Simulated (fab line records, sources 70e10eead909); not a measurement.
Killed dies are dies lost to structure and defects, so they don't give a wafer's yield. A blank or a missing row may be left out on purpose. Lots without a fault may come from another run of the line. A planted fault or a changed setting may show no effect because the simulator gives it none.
One fault seen from 3 desks | flow nand_harc | each desk has only its own numbers; what lay behind them comes last

THE DEFECT DESK
What the inspections along the route counted, lot by lot: means of the sampled wafers that have a number. A lot is out of limits, marked OUT, if its mean lies more than 4 standard deviations from the usual mean; the brackets give that distance.
Columns: A = raw_defect_count at NHARC_A_DECK1_JOINT_INSPECT_05, usual 310
lot  | first seen here | A
L868 | day 12 14:35    | 358
L869 | day 12 23:47    | 242
L870 | day 12 23:49    | 317
L873 | day 14 09:49    | 565
L872 | day 14 10:00    | 232
L874 | day 14 22:40    | 373
L876 | day 15 18:43    | 332
L878 | day 16 14:32    | 293
L879 | day 16 21:46    | 337
L880 | day 16 21:47    | 171
L882 | day 18 10:43    | 295
L889 | day 21 11:08    | 200
L890 | day 21 19:31    | 267
L891 | day 22 01:17    | 247
This desk's finding: nothing out of limits on any of the 14 lots.

THE METROLOGY DESK
What the gauges read, lot by lot, whatever tool the lot ran on: means of the sampled wafers that have a number. A lot is out of limits, marked OUT, if its mean lies more than 4 standard deviations from the usual mean; the brackets give that distance.
Columns: A = thk_nm at NHARC_A_DECK1_JOINT_THK_MEAS_17, usual 44.7 nm; B = thk_nm at NHARC_A_ONON_D2_THK_MEAS_08, usual 1000 nm; C = thk_nm at NHARC_A_ONON_D2_THK_MEAS_27, usual 1001 nm
lot  | first seen here | A    | B    | C
L868 | day 12 14:33    | 42.7 | 1013 | 1000
L869 | day 12 23:46    | 44.4 | 1006 | 1000
L870 | day 12 23:47    | 44.1 | 1016 | 999
L873 | day 14 09:47    | 44.1 | 996  | 1003
L872 | day 14 09:57    | 45.8 | 1003 | 995
L874 | day 14 22:38    | 46.0 | 997  | 1000
L876 | day 15 18:41    | 45.0 | 1001 | 993
L878 | day 16 14:30    | 45.1 | 1004 | 767 (-27) OUT
L879 | day 16 21:44    | 44.7 | 994  | 1011
L880 | day 16 21:44    | 45.8 | 980  | 778 (-25) OUT
L882 | day 18 10:41    | 45.0 | 988  | 997
L889 | day 21 11:07    | 44.5 | 1014 | 985
L890 | day 21 19:29    | 45.7 | 993  | 1022
L891 | day 22 01:16    | 44.8 | 991  | 997
This desk's finding: out of limits on L878, L880; first on L878, day 17 02:44 (thk_nm at NHARC_A_ONON_D2_THK_MEAS_27). In limits: L868, L869, L870, L873, L872, L874, L876, L879, L882, L889, L890, L891.

THE TOOL OWNER'S DESK: pecvd_onon-01
The tool's own readings at NHARC_A_ONON_D2_DEP_25 (target thk 1000 nm): means of the sampled wafers that have a number, for each lot that ran on this tool. A lot is out of limits, marked OUT, if its mean lies more than 4 standard deviations from the usual mean; the brackets give that distance.
Columns: A = sih4_flow_sccm at NHARC_A_ONON_D2_DEP_25, usual 210.2 sccm
lot  | first seen here | A
L868 | day 13 02:25    | 211.0
L869 | day 13 12:03    | 210.2
L874 | day 15 10:07    | 210.3
L876 | day 16 06:07    | 210.5
L878 | day 17 02:23    | 210.0
L880 | day 17 09:15    | 209.8
This desk's finding: nothing out of limits on any of the 6 lots.

PUT TOGETHER
The metrology desk could have raised an alarm at day 17 02:44, on L878, L880.
The defect desk saw nothing out of limits.
The tool owner's desk saw nothing out of limits.
The defect desk has L878, L880 on record, within its limits.
The tool owner's desk has L878, L880 on record, within its limits.
Of the lots named, all ran NHARC_A_ONON_D2_DEP_25 on pecvd_onon-01.

WHAT THE SIMULATOR HAD PUT IN
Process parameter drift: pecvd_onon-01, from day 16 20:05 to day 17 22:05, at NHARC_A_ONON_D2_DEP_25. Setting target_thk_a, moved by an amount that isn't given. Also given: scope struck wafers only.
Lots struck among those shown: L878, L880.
Hours from the fault's start to each desk's first reading out of limits: the metrology desk, 7.
